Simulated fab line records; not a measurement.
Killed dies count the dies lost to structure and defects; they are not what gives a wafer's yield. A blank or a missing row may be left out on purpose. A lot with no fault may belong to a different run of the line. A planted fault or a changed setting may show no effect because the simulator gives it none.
fab line records | flow nand-harc
record: lots: 5 | wafers: 15 | last-day: 32
route steps=1302 shown P_ZERO_WELL@29 END@1302
lots untouched by any fault: they come from a run of this same line in which no faults occurred
start-h: start of the lot's first displayed wafer, in hours after the record's first day | wait-h: hours since the lot's step before | " identical to the entry in the row above | L1.1+2: a row that stands for several wafers | - no value, or no start given | * or withheld: withheld | < > ~ a bound
route shown NAME@n: a module of which the file shows steps, and the number in the route of the first | usual: mean/standard deviation of fault-free wafers | same: alike in all rows | chamber/n: place in a boat | sites: per-site readings | _std_site: standard deviation of those values | _edge_site: outer sites' mean less inner sites' | radius-mm: how far each site lies from the wafer's centre | mask NAME#n: copy n | behind: the most recent tool/chamber to have shaped the wafer | hold: why the lot was held/for how many hours/how that ended | device: the n, p or np transistor that did not switch | end of line: tests run on the same wafers once the route is complete | a step given without rows: its recipe and nothing more | killed: not the wafer's yield, but the dies lost to structure and defects at the first sort | map: per-die view of a wafer (x killed, . not killed, _ where there is no die)
set.NAME: setting as actually run; set.NAME@STEP: the setting as run at that earlier step | model.NAME: the simulator's own value behind a step, which no gauge read
lots at selected steps of the route; one table per step, one row per wafer
services: a tool's chamber out of use, with start hour (start-h, from the record's first day; less than 0 if before it), hours out, and reason
== steps ==
step: NHARC_P_ZERO_WELL_CD_MEAS_24
recipe: target-cd-nm: 720 | landing-energy-ev: 500
usual: cd-nm: 719.0/2.5
lot.wafer | tool      | chamber | start-h | wait-h | cd-nm
L485.1    | cd-sem-03 | 0       | 72.36   | -      | 720.3
L485.3    | "         | 0       | "       | "      | 717.6
L485.6    | "         | 0       | "       | "      | 720.4
L486.3    | cd-sem-03 | 0       | 82.53   | -      | 717.8
L486.4    | "         | 0       | "       | "      | 719.1
L486.5    | "         | 0       | "       | "      | 718.7
L491.1    | cd-sem-01 | 0       | 134.99  | -      | 717.9
L491.4    | "         | 0       | "       | "      | 721.1
L491.5    | "         | 0       | "       | "      | 712.9
L493.4    | cd-sem-02 | 0       | 152.47  | -      | 715.7
L493.5    | "         | 0       | "       | "      | 721.4
L493.6    | "         | 0       | "       | "      | 713.7
L502.2    | cd-sem-02 | 0       | 242.65  | -      | 721.5
L502.3    | "         | 0       | "       | "      | 717.8
L502.5    | "         | 0       | "       | "      | 721.9
step: NHARC_P_ZERO_WELL_HARDBAKE_25
recipe: temp-c: 125 | time-s: 80
step: NHARC_P_ZERO_WELL_DESCUM_26
recipe: time-s: 3 | o2-flow-sccm: 200 | ar-flow-sccm: 0 | bias-power-w: 0 | chemistry: O2
usual: drypump-motor-current-A: 5.8/0.46 | o2-flow-sccm: 199.9/0.69 | oes-product-au: 0.999/0.014 | rf-vpp-V: 57.6/0.94 | showerhead-plenum-p-Torr: 1.88/0.083 | throttle-valve-pct: 11.313/0.0083
lot.wafer | tool        | chamber | start-h | wait-h | drypump-motor-current-A | o2-flow-sccm | oes-product-au | rf-hours-counter-h | rf-vpp-V | showerhead-plenum-p-Torr | throttle-valve-pct
L485.3    | rie-diel-08 | 0       | 72.52   | -      | 6.0                     | 199.4        | 1.009          | 17                 | 57.1     | 1.81                     | 11.307
L485.1    | "           | 3       | "       | "      | 5.1                     | 200.0        | 1.007          | 15                 | 56.8     | 2.00                     | 11.323
L485.6    | "           | 0       | "       | "      | 6.1                     | 198.5        | 1.018          | -                  | 56.7     | 1.80                     | 11.295
L486.4    | rie-diel-06 | 1       | 82.68   | -      | 5.5                     | 200.7        | 0.995          | 41                 | 58.5     | 1.84                     | 11.312
L486.3    | "           | 2       | "       | "      | 6.4                     | 200.2        | 0.983          | 48                 | 57.0     | 1.78                     | 11.310
L486.5    | "           | 2       | "       | "      | 6.4                     | 199.6        | 0.983          | -                  | 56.6     | 1.78                     | 11.316
L491.1    | rie-diel-08 | 1       | 135.36  | -      | 5.5                     | 200.7        | 0.995          | 39                 | 58.1     | 1.96                     | 11.319
L491.4    | "           | 2       | "       | "      | 6.3                     | 198.5        | 0.995          | 38                 | 58.2     | 1.95                     | 11.312
L491.5    | "           | 1       | "       | "      | 5.4                     | 199.5        | 1.000          | -                  | 57.1     | 1.96                     | 11.303
L493.4    | rie-diel-06 | 3       | 152.66  | -      | 6.2                     | 199.9        | 0.990          | 3                  | 57.3     | 1.88                     | 11.321
L493.5    | "           | 0       | "       | "      | 6.1                     | 199.9        | 1.015          | -                  | 57.3     | 1.89                     | 11.322
L493.6    | "           | 1       | "       | "      | 5.6                     | 199.6        | 1.002          | -                  | 56.5     | 1.84                     | 11.316
L502.2    | rie-diel-06 | 3       | 242.81  | -      | 6.2                     | 199.4        | 0.995          | 26                 | 58.4     | 1.88                     | 11.315
L502.3    | "           | 0       | "       | "      | 6.1                     | 199.1        | 0.994          | 26                 | 58.2     | 1.88                     | 11.299
L502.5    | "           | 3       | "       | "      | 6.2                     | 200.0        | 0.981          | -                  | 58.2     | 1.88                     | 11.329
step: NHARC_P_ZERO_WELL_IMPLANT_27
recipe: energy-kev: 600 | dose-cm2: 1e+13 | tilt-deg: 7
step: NHARC_P_ZERO_WELL_IMPLANT_57
recipe: energy-kev: 250 | dose-cm2: 4e+12 | tilt-deg: 7
step: NHARC_P_ZERO_WELL_IMPLANT_58
recipe: energy-kev: 100 | dose-cm2: 2e+12 | tilt-deg: 7
step: NHARC_P_ZERO_WELL_STRIP_28
recipe: time-s: 840 | temp-c: 130 | chemistry: SPM
step: NHARC_P_ZERO_WELL_DEHYDRATE_29
recipe: temp-c: 150 | time-s: 120
step: NHARC_P_ZERO_WELL_HMDS_30
recipe: time-s: 30
step: NHARC_P_ZERO_WELL_COAT_31
recipe: spin-rpm: withheld
step: NHARC_P_ZERO_WELL_SOFTBAKE_32
recipe: temp-c: 122 | time-s: 95
step: NHARC_P_ZERO_WELL_EBR_33
step: NHARC_P_ZERO_WELL_EXPOSE_34
recipe: na: 0.6 | target-cd-nm: 720 | dose-mj: 22.31 | mask-id: P_PWELL
lot.wafer  | tool           | chamber | start-h | wait-h | mask
L485.1+3+6 | krf-scanner-02 | 0       | 73.89   | -      | P_PWELL#0
L486.3+4+5 | krf-scanner-04 | 0       | 84.02   | -      | P_PWELL#0
L491.1+4+5 | krf-scanner-04 | 0       | 136.68  | -      | P_NWELL#0
L493.4+5+6 | krf-scanner-01 | 0       | 153.96  | -      | P_PWELL#0
L502.2+3+5 | krf-scanner-04 | 0       | 244.13  | -      | P_PWELL#0
step: NHARC_P_ZERO_WELL_PEB_35
recipe: peb-temp-c: 118 | peb-time-s: 85
step: NHARC_P_ZERO_WELL_DEVELOP_36
recipe: time-s: 70
step: NHARC_P_ZERO_WELL_CD_MEAS_37
recipe: target-cd-nm: 720 | landing-energy-ev: 500
usual: cd-nm: 720.3/2.4
lot.wafer | tool      | chamber | start-h | wait-h | cd-nm
L485.1    | cd-sem-03 | 0       | 74.05   | -      | 717.2
L485.3    | "         | 0       | "       | "      | 722.9
L485.6    | "         | 0       | "       | "      | 717.3
L486.3    | cd-sem-03 | 0       | 84.17   | -      | 715.7
L486.4    | "         | 0       | "       | "      | 716.9
L486.5    | "         | 0       | "       | "      | 716.4
L491.1    | cd-sem-02 | 0       | 136.84  | -      | -
L491.4    | "         | 0       | "       | "      | -
L491.5    | "         | 0       | "       | "      | -
L493.4    | cd-sem-01 | 0       | 154.11  | -      | 717.1
L493.5    | "         | 0       | "       | "      | 720.2
L493.6    | "         | 0       | "       | "      | 718.1
L502.2    | cd-sem-03 | 0       | 244.29  | -      | 722.6
L502.3    | "         | 0       | "       | "      | 724.1
L502.5    | "         | 0       | "       | "      | 723.4
step: NHARC_P_ZERO_WELL_HARDBAKE_38
recipe: temp-c: 125 | time-s: 80
step: NHARC_END_SORT_01
recipe: temp-c: 25
usual: killed-at-array: 56/19 | killed-at-other: 0.6/1 | killed-at-periphery: 3.9/2.7 | killed-dies: 61/19 | killed-open: 3.3/1.9 | killed-short: 2.4/1.7
same: gross-dies: 677
lot.wafer | tool      | chamber | start-h | wait-h | killed-at-array | killed-at-other | killed-at-periphery | killed-dies | killed-open | killed-short
L491.1    | prober-01 | 0       | 683.21  | 2.5    | 28              | 0               | 649                 | 677         | 3           | 0
L491.4    | prober-01 | 0       | 685.59  | 3.4    | 42              | 1               | 634                 | 677         | 2           | 4
L491.5    | prober-01 | 0       | 686.39  | 3.7    | 48              | 1               | 628                 | 677         | 2           | 3
killed by level:class
L491.1 P_ZERO_WELL:area-expose=641 A_SLIT:chamber-film-flake=19 P_STI:chamber-film-flake=3 P_GATE:chamber-film-flake=3 A_CHANNEL_HOLE_D1:chamber-film-flake=3 A_STAIRCASE:chamber-film-flake=3 A_CONTACT:chamber-film-flake=2 P_CONTACT:geometric-particle:open=1
L491.4 P_ZERO_WELL:area-expose=628 A_SLIT:chamber-film-flake=31 A_CHANNEL_HOLE_D1:chamber-film-flake=5 P_M0:geometric-particle:open=2 A_ONON_D2:geometric-particle:short=2 P_STI:chamber-film-flake=2 A_CONTACT:geometric-particle:short=1 A_M0:geometric-particle:short=1
L491.5 P_ZERO_WELL:area-expose=620 A_SLIT:chamber-film-flake=35 A_CHANNEL_HOLE_D1:chamber-film-flake=8 P_STI:chamber-film-flake=4 P_GATE:chamber-film-flake=2 A_CHANNEL_FILL_D1:chamber-film-flake=2 P_M0:geometric-particle:open=1 P_M0:geometric-particle:short=1
map L491.1 (x killed, . not)
____________x____________
_________xxxxxxx_________
_______xxxxxxxxxxx_______
______xxxxxxxxxxxxx______
_____xxxxxxxxxxxxxxx_____
____xxxxxxxxxxxxxxxxx____
____xxxxxxxxxxxxxxxxx____
___xxxxxxxxxxxxxxxxxxx___
___xxxxxxxxxxxxxxxxxxx___
__xxxxxxxxxxxxxxxxxxxxx__
__xxxxxxxxxxxxxxxxxxxxx__
_xxxxxxxxxxxxxxxxxxxxxxx_
_xxxxxxxxxxxxxxxxxxxxxxx_
_xxxxxxxxxxxxxxxxxxxxxxx_
_xxxxxxxxxxxxxxxxxxxxxxx_
_xxxxxxxxxxxxxxxxxxxxxxx_
xxxxxxxxxxxxxxxxxxxxxxxxx
xxxxxxxxxxxxxxxxxxxxxxxxx
xxxxxxxxxxxxxxxxxxxxxxxxx
xxxxxxxxxxxxxxxxxxxxxxxxx
xxxxxxxxxxxxxxxxxxxxxxxxx
_xxxxxxxxxxxxxxxxxxxxxxx_
_xxxxxxxxxxxxxxxxxxxxxxx_
_xxxxxxxxxxxxxxxxxxxxxxx_
_xxxxxxxxxxxxxxxxxxxxxxx_
_xxxxxxxxxxxxxxxxxxxxxxx_
__xxxxxxxxxxxxxxxxxxxxx__
__xxxxxxxxxxxxxxxxxxxxx__
___xxxxxxxxxxxxxxxxxxx___
___xxxxxxxxxxxxxxxxxxx___
____xxxxxxxxxxxxxxxxx____
____xxxxxxxxxxxxxxxxx____
_____xxxxxxxxxxxxxxx_____
______xxxxxxxxxxxxx______
_______xxxxxxxxxxx_______
_________xxxxxxx_________
____________x____________
map L486.4 (x killed, . not)
____________.____________
_________......._________
_______........xxx_______
______.....x.....xx______
_____.............x._____
____..............xx.____
____.............x..x____
___...............x...___
___...................___
__.....................__
__.....................__
_.......x..............._
_x...................x.._
_......................._
_.....x................._
_......................._
.........................
.......x.................
.....................x...
.........xx...x..........
.......x.x...............
_.........x............._
_........xxxx..........._
_........x.xx..........._
_.......x.xxx.x........._
_....x....x.x..........._
__....x.x.xx...........__
__........xx...x.......__
___x......x.x...x.....___
___...................___
____..x..............____
____.................____
_____..............._____
______.............______
_______..........._______
_________...x..._________
____________.____________
== services ==
tool           | chamber | start-h | hours | kind
rie-diel-06    | 1       | 62.12   | 8.1   | repair
rie-diel-06    | 0       | 62.28   | -     | clean
rie-diel-06    | 2       | 62.28   | -     | clean
rie-diel-06    | 3       | 62.28   | -     | clean
rie-diel-06    | -       | 77.37   | 0.6   | repair
rie-diel-06    | 0       | 86.78   | -     | clean
rie-diel-06    | 1       | 86.78   | -     | clean
rie-diel-06    | 2       | 86.78   | -     | clean
rie-diel-06    | 3       | 86.78   | -     | clean
krf-scanner-02 | -       | 94.00   | 4.0   | pm
rie-diel-06    | 0       | 111.28  | -     | clean
rie-diel-06    | 1       | 111.28  | -     | clean
rie-diel-06    | -       | 130.37  | 9.0   | pm
krf-scanner-01 | -       | 140.02  | 4.0   | pm
rie-diel-08    | 1       | 142.52  | 4.5   | repair
rie-diel-08    | 3       | 149.49  | 13.8  | repair
krf-scanner-02 | -       | 152.79  | 3.1   | repair
krf-scanner-04 | -       | 175.45  | 0.7   | repair
rie-diel-06    | 3       | 181.43  | 9.7   | repair
krf-scanner-04 | -       | 182.00  | 4.0   | pm
rie-diel-06    | 0       | 182.83  | 2.9   | repair
rie-diel-08    | -       | 190.84  | 9.0   | pm
krf-scanner-04 | -       | 195.65  | 0.7   | repair
rie-diel-08    | 2       | 222.95  | 9.8   | repair
== key ==
first-sign: step: NHARC_P_ZERO_WELL_EXPOSE_34 | reading: mask | direction: changed
effect: step: NHARC_P_ZERO_WELL_CD_MEAS_37 | reading: cd-nm | direction: missing
effect: step: NHARC_END_SORT_01 | reading: killed-at-periphery | direction: up | sigmas: 99+ | usual: 3.9 | struck: 637
more-kills-born-at: NHARC_P_ZERO_WELL_EXPOSE_34@krf-scanner-04: 1889
met-at NHARC_P_ZERO_WELL_EXPOSE_34
struck-wafers L491.1,L491.4,L491.5
later-rows-left-out L491.1,L491.4,L491.5
tester-left-out L491
onset-between 84.02 136.68
fault: kind: wrong-mask | tool: any | chamber: - | onset-h: 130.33 | steps: NHARC_P_ZERO_WELL_EXPOSE_34 | aux-copy: P_NWELL#0 | scope: struck-lots-only
tester-left-out: of these lots the tester's yield and bins aren't shown, on N5 and GAA mostly nor the transistor test; their killed dies are dies lost to structure and defects alone, not to doping, threshold or leakage, so they don't give the yield
later-rows-left-out: the simulator's readings of these wafers behind a module that went badly wrong aren't trusted and aren't shown, but for the sort
